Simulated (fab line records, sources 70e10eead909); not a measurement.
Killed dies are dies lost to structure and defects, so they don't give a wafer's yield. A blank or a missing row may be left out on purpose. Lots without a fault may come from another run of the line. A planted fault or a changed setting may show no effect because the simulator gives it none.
fab line records | flow nand_harc
record lots=11 wafers=33 last_day=25
route steps=1159 shown P_GATE@175 END@1159
lots that met no fault: from a run of the same line without faults
start_h: hours from the record's first day to the start of the lot's first wafer shown | wait_h: hours since the lot's step before | " the same as in the row above | L1.1+2: a row that stands for several wafers | - no value, or no start given | * or withheld: withheld | < > ~ a bound
route shown NAME@n: a module of which the file shows steps, and the number in the route of the first | usual: mean/standard deviation of fault-free wafers | same: alike in all rows | chamber/n: place in a boat | sites: the reading at each site | _std_site: their standard deviation | _edge_site: outer sites' mean less inner sites' | radius_mm: how far each site lies from the wafer's centre | mask NAME#n: copy n | behind: the tool/chamber that last shaped the wafer | hold: why the lot was held/for how many hours/how that ended | device: the transistor (n, p or np) that didn't switch | end of line: the same wafers' tests at the end of the route | a step without rows: its recipe alone | killed: dies lost to structure and defects at the first sort, not the wafer's yield | map: a wafer's dies, x killed, . not, _ none there
set.NAME: the setting as run; set.NAME@STEP: as run at that earlier step | model.NAME: the simulator's own value behind a step, which no gauge read
steps of the route over a sample of lots; a table a step, a row a wafer
services: from which hour (start_h, from the record's first day; less than 0 if before it) a tool's chamber was out of use, for how many hours, and why
## steps
# step NHARC_P_GATE_STRIP_75
# recipe power_w=1500 temp_c=250 chemistry=O2
# usual drypump_motor_current_A=5.9/0.48 heater_power_w=326/54
# columns lot.wafer tool chamber start_h wait_h drypump_motor_current_A heater_power_w rf_hours_counter_h
L623.3 plasma_asher-02 0 100.05 0.2 5.6 282 -
L623.4 " 1 " " 6.6 279 -
L623.5 " 0 " " 5.6 291 -
L624.1 plasma_asher-01 0 110.61 0.3 5.5 355 2
L624.3 " 0 " " 5.5 344 -
L624.6 " 1 " " 5.9 405 -
L625.1 plasma_asher-02 0 122.42 0.3 5.5 278 40
L625.2 " 1 " " 6.6 273 40
L625.5 " 1 " " 6.6 275 -
L626.1 plasma_asher-02 0 134.18 0.2 5.6 285 45
L626.3 " 1 " " 6.7 273 -
L626.5 " 0 " " 5.5 286 -
L627.2 plasma_asher-01 1 134.57 0.2 6.0 422 13
L627.6 " 0 " " 5.5 353 -
L627.5 " 1 " " 5.9 417 -
L635.1 plasma_asher-01 0 195.00 0.2 5.5 349 32
L635.2 " 1 " " 5.9 407 32
L635.6 " 1 " " 5.9 415 -
L636.2 plasma_asher-02 1 201.39 0.2 6.7 283 3
L636.3 " 0 " " 5.6 308 -
L636.5 " 1 " " 6.7 280 -
L640.2 plasma_asher-01 1 209.04 0.2 5.9 416 37
L640.3 " 0 " " 5.5 349 -
L640.4 " 1 " " 5.9 407 -
L639.2 plasma_asher-02 1 217.77 0.3 6.6 271 10
L639.1 " 0 " " 5.6 298 10
L639.5 " 0 " " 5.5 299 -
L642.3 plasma_asher-02 0 222.77 0.2 5.6 296 -
L642.4 " 1 " " 6.7 276 -
L642.6 " 1 " " 6.6 277 -
L644.1 plasma_asher-01 1 228.10 0.2 5.9 411 47
L644.4 " 0 " " 5.5 353 -
L644.5 " 0 " " 5.5 358 -
# step NHARC_P_GATE_STRIP_113
# recipe power_w=1500 temp_c=110 time_s=740 chemistry=N2/H2
# usual drypump_motor_current_A=6.0/0.48 heater_power_w=87/14
# columns lot.wafer tool chamber start_h wait_h drypump_motor_current_A heater_power_w rf_hours_counter_h
L623.4 plasma_asher-02 0 103.67 0.7 5.6 76 -
L623.3 " 1 " " 6.7 72 -
L623.5 " 1 " " 6.7 73 -
L624.1 plasma_asher-02 0 113.90 0.3 5.6 75 37
L624.3 " 0 " " 5.5 77 -
L624.6 " 1 " " 6.7 71 -
L625.2 plasma_asher-01 0 125.52 0.2 5.5 94 9
L625.1 " 1 " " 5.9 110 9
L625.5 " 1 " " 5.9 112 -
L626.1 plasma_asher-01 1 137.49 0.2 5.9 111 14
L626.3 " 1 " " 5.9 114 -
L626.5 " 0 " " 5.5 93 -
L627.2 plasma_asher-02 1 137.89 0.3 6.7 75 47
L627.5 " 0 " " 5.6 76 -
L627.6 " 1 " " 6.7 73 -
L635.2 plasma_asher-02 1 198.69 0.2 6.7 72 1
L635.1 " 0 " " 5.6 82 1
L635.6 " 0 " " 5.6 80 -
L636.2 plasma_asher-02 0 204.45 0.2 5.5 82 4
L636.3 " 0 " " 5.6 81 -
L636.5 " 1 " " 6.6 74 -
L640.2 plasma_asher-02 1 212.35 0.2 6.7 73 7
L640.4 " 1 " " 6.6 74 -
L640.3 " 0 " " 5.5 82 -
L639.2 plasma_asher-01 0 220.83 0.2 5.5 94 43
L639.1 " 1 " " 5.9 107 43
L639.5 " 1 " " 5.9 111 -
L642.4 plasma_asher-02 0 226.15 0.3 5.6 84 -
L642.3 " 1 " " 6.7 73 -
L642.6 " 0 " " 5.6 79 -
L644.1 plasma_asher-01 1 231.20 0.2 5.9 112 48
L644.4 " 1 " " 6.0 109 -
L644.5 " 1 " " 6.0 110 -
# step NHARC_P_GATE_RTA_64
# recipe temp_c=1050 time_s=1
# usual anneal_temp_c_max=1055.3/1.9 lamp_power_pct=33.1/0.84 lamp_zone_3_pct=33.1/0.84 wafer_temp_C_max=1055.5/1.2
# columns lot.wafer tool chamber start_h wait_h anneal_temp_c_max lamp_power_pct lamp_zone_3_pct wafer_temp_C_max
L623.3 rtp_anneal-02 0 104.76 - 1057.4 32.3 32.3 1056.5
L623.4 " 0 " " 1056.3 32.2 32.3 1054.6
L623.5 " 0 " " 1056.3 32.3 32.3 1056.2
L624.1 rtp_anneal-02 0 115.20 - 1055.1 32.3 32.3 1055.2
L624.3 " 0 " " 1057.4 32.3 32.3 1055.9
L624.6 " 0 " " 1060.2 32.3 32.2 1056.0
L625.1 rtp_anneal-01 0 127.10 - 1054.2 34.0 34.0 1054.6
L625.2 " 0 " " 1053.1 34.0 34.0 1054.7
L625.5 " 0 " " 1053.3 34.0 34.0 1053.5
L626.1 rtp_anneal-02 0 138.78 - 1055.9 32.3 32.3 1054.7
L626.3 " 0 " " 1056.6 32.3 32.3 1054.9
L626.5 " 0 " " 1056.9 32.3 32.3 1053.5
L627.2 rtp_anneal-01 0 139.17 - 1053.0 34.0 34.0 1054.6
L627.5 " 0 " " 1054.5 34.0 34.0 1055.1
L627.6 " 0 " " 1054.1 34.0 34.1 1056.8
L635.1 rtp_anneal-02 0 199.97 - 1055.7 32.3 32.3 1054.8
L635.2 " 0 " " 1056.5 32.4 32.2 1056.9
L635.6 " 0 " " 1057.4 32.3 32.4 1058.6
L636.2 rtp_anneal-02 0 205.80 - 1057.6 32.3 32.3 1056.4
L636.3 " 0 " " 1057.2 32.3 32.3 1055.1
L636.5 " 0 " " 1055.1 32.2 32.3 1055.4
L640.2 rtp_anneal-01 0 213.65 - 1053.0 34.0 34.0 1056.1
L640.3 " 0 " " 1053.3 34.0 34.0 1055.4
L640.4 " 0 " " 1053.2 34.0 34.0 1054.6
L639.1 rtp_anneal-01 0 222.10 - 1053.3 34.0 34.0 1054.5
L639.2 " 0 " " 1053.8 34.0 34.0 1057.6
L639.5 " 0 " " 1052.7 34.0 34.0 1055.2
L642.3 rtp_anneal-01 0 227.25 - 1053.7 34.0 34.0 1056.0
L642.4 " 0 " " 1052.7 34.0 34.0 1055.8
L642.6 " 0 " " 1053.9 34.1 34.0 1055.2
L644.1 rtp_anneal-01 0 232.47 - 1053.3 34.0 34.0 1054.1
L644.4 " 0 " " 1054.0 34.0 34.0 1054.6
L644.5 " 0 " " 1053.0 34.0 34.0 1055.1
# step NHARC_P_GATE_SPUTTER_79
# recipe target_thk_a=100 material=TiN
# columns lot.wafer tool chamber start_h wait_h
L623.4+3+5 pvd_sputter-01 - 105.19 -
L624.1+3+6 pvd_sputter-03 - 115.70 -
L625.2+1+5 pvd_sputter-03 - 127.60 -
L626.1+3+5 pvd_sputter-01 - 139.27 -
L627.2+6+5 pvd_sputter-01 - 139.64 -
L635.1+2+6 pvd_sputter-01 - 200.47 -
L636.2+3+5 pvd_sputter-01 - 206.25 -
L640.4+2+3 pvd_sputter-03 - 214.14 -
L639.2+1+5 pvd_sputter-03 - 222.57 -
L642.4+3+6 pvd_sputter-02 - 227.68 -
L644.1+4+5 pvd_sputter-02 - 232.97 -
# step NHARC_P_GATE_INSPECT_68
# usual raw_defect_count=207/88
# columns lot.wafer tool chamber start_h wait_h raw_defect_count
L623.3 defect_inspect-02 - 105.98 0.1 232
L623.4 " - " " 195
L623.5 " - " " 246
L624.1 defect_inspect-02 - 116.63 0.2 234
L624.3 " - " " 140
L624.6 " - " " 126
L625.1 defect_inspect-01 - 128.38 0.2 215
L625.2 " - " " 127
L625.5 " - " " 438
L626.1 defect_inspect-01 - 140.36 0.2 135
L626.3 " - " " 154
L626.5 " - " " 203
L627.2 defect_inspect-02 - 140.49 0.1 120
L627.5 " - " " 121
L627.6 " - " " 170
L635.1 defect_inspect-01 - 201.24 0.2 1322
L635.2 " - " " 1376
L635.6 " - " " 1427
L636.2 defect_inspect-01 - 207.03 0.1 1379
L636.3 " - " " 1626
L636.5 " - " " 1524
L640.2 defect_inspect-02 - 214.92 0.1 324
L640.3 " - " " 302
L640.4 " - " " 306
L639.1 defect_inspect-01 - 223.54 0.2 224
L639.2 " - " " 481
L639.5 " - " " 277
L642.3 defect_inspect-01 - 228.47 0.1 235
L642.4 " - " " 227
L642.6 " - " " 176
L644.1 defect_inspect-01 - 233.78 0.2 278
L644.4 " - " " 205
L644.5 " - " " 241
# step NHARC_END_SORT_01
# recipe temp_c=25
# usual killed_at_array=27/12 killed_at_other=0.5/0.9 killed_at_periphery=3.7/2.7 killed_dies=31/12 killed_open=3.3/2 killed_short=2.0/1.4
# same gross_dies=677
# columns lot.wafer tool chamber start_h wait_h killed_at_array killed_at_other killed_at_periphery killed_dies killed_open killed_short
L636.2 prober-01 0 571.66 2.8 36 0 78 114 5 3
L636.3 prober-01 0 572.45 3.1 29 0 107 136 1 2
L636.5 prober-01 0 574.02 3.6 38 0 74 112 1 0
L635.1 prober-01 0 601.93 2.5 10 0 102 112 3 1
L635.2 prober-01 0 602.73 2.8 10 1 87 98 3 3
L635.6 prober-01 0 605.93 4.0 16 0 95 111 9 2
# killed by level:class
L636.2 P_GATE:unspecified=73 A_CHANNEL_HOLE_D1:chamber_film_flake=17 A_M0:chamber_film_flake=3 P_M1:chamber_film_flake=3 A_CONTACT:chamber_film_flake=3 A_BLC:chamber_film_flake=3 A_CHANNEL_FILL_D1:geometric_particle:short=2 A_CONTACT:geometric_particle:open=2
L636.3 P_GATE:unspecified=103 A_CHANNEL_HOLE_D1:chamber_film_flake=22 P_M1:chamber_film_flake=3 A_M0:chamber_film_flake=2 P_GATE:geometric_particle:short=1 A_ONON_D1:geometric_particle:short=1 A_BLC:geometric_particle:open=1 A_ZERO_WELL:chamber_film_flake=1
L636.5 P_GATE:unspecified=74 A_CHANNEL_HOLE_D1:chamber_film_flake=23 A_M0:chamber_film_flake=6 A_CONTACT:chamber_film_flake=5 A_BLC:geometric_particle:open=1 A_ZERO_WELL:chamber_film_flake=1 A_STAIRCASE:chamber_film_flake=1 A_BLC:chamber_film_flake=1
L635.1 P_GATE:unspecified=101 A_STAIRCASE:chamber_film_flake=3 A_CHANNEL_FILL_D1:chamber_film_flake=2 P_CONTACT:geometric_particle:open=1 A_SOURCE_PLATE:geometric_particle:open=1 A_ONON_D1:geometric_particle:short=1 A_M0:geometric_particle:open=1 A_CONTACT:chamber_film_flake=1
L635.2 P_GATE:unspecified=82 A_CHANNEL_HOLE_D1:chamber_film_flake=4 P_M0:geometric_particle:short=2 A_CONTACT:chamber_film_flake=2 P_CONTACT:geometric_particle:open=1 P_M2:geometric_particle:open=1 A_CONTACT:geometric_particle:short=1 A_CONTACT:geometric_particle:open=1
L635.6 P_GATE:unspecified=92 A_CONTACT:chamber_film_flake=4 A_CONTACT:geometric_particle:open=3 A_CHANNEL_FILL_D1:geometric_particle:open=2 A_CHANNEL_HOLE_D1:chamber_film_flake=2 P_M0:geometric_particle:open=1 P_M1:geometric_particle:open=1 A_CHANNEL_FILL_D1:geometric_particle:short=1
## services
# columns tool chamber start_h hours kind
plasma_asher-01 - 99.00 9.0 pm
plasma_asher-01 0 99.00 9.0 vent_cycle
plasma_asher-01 1 99.00 9.0 vent_cycle
pvd_sputter-03 - 102.02 10.0 pm
plasma_asher-01 0 108.00 - clean
plasma_asher-01 1 108.00 - clean
pvd_sputter-03 - 116.72 3.6 repair
pvd_sputter-01 - 165.19 10.0 pm
pvd_sputter-03 - 180.46 4.8 repair
plasma_asher-02 - 183.54 9.0 pm
plasma_asher-02 0 183.54 9.0 vent_cycle
plasma_asher-02 1 183.54 9.0 vent_cycle
pvd_sputter-03 - 191.94 1.0 repair
plasma_asher-02 0 192.54 - clean
plasma_asher-02 1 192.54 - clean
pvd_sputter-02 - 214.00 10.0 pm
## key
first_sign step=NHARC_P_GATE_INSPECT_68 reading=raw_defect_count direction=up sigmas=14 usual=207 struck=1442
effect step=NHARC_END_SORT_01 reading=killed_at_periphery direction=up sigmas=32 usual=3.7 struck=90.5
more_kills_born_at NHARC_P_GATE_SPUTTER_79@pvd_sputter-01=525
met_at NHARC_P_GATE_SPUTTER_79
struck_lots L635,L636
tester_left_out L635,L636
not_acting_at NHARC_P_GATE_STRIP_75,NHARC_P_GATE_STRIP_113,NHARC_P_GATE_RTA_64
onset_between 139.64 200.47
fault kind=chamber_particle_source tool=pvd_sputter-01 chamber=- onset_h=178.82 steps=NHARC_P_GATE_SPUTTER_79 rate_per_visit_cm2=1.8959 end_h=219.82
# tester_left_out: of these lots the tester's yield and bins aren't shown, on N5 and GAA mostly nor the transistor test; their killed dies are dies lost to structure and defects alone, not to doping, threshold or leakage, so they don't give the yield
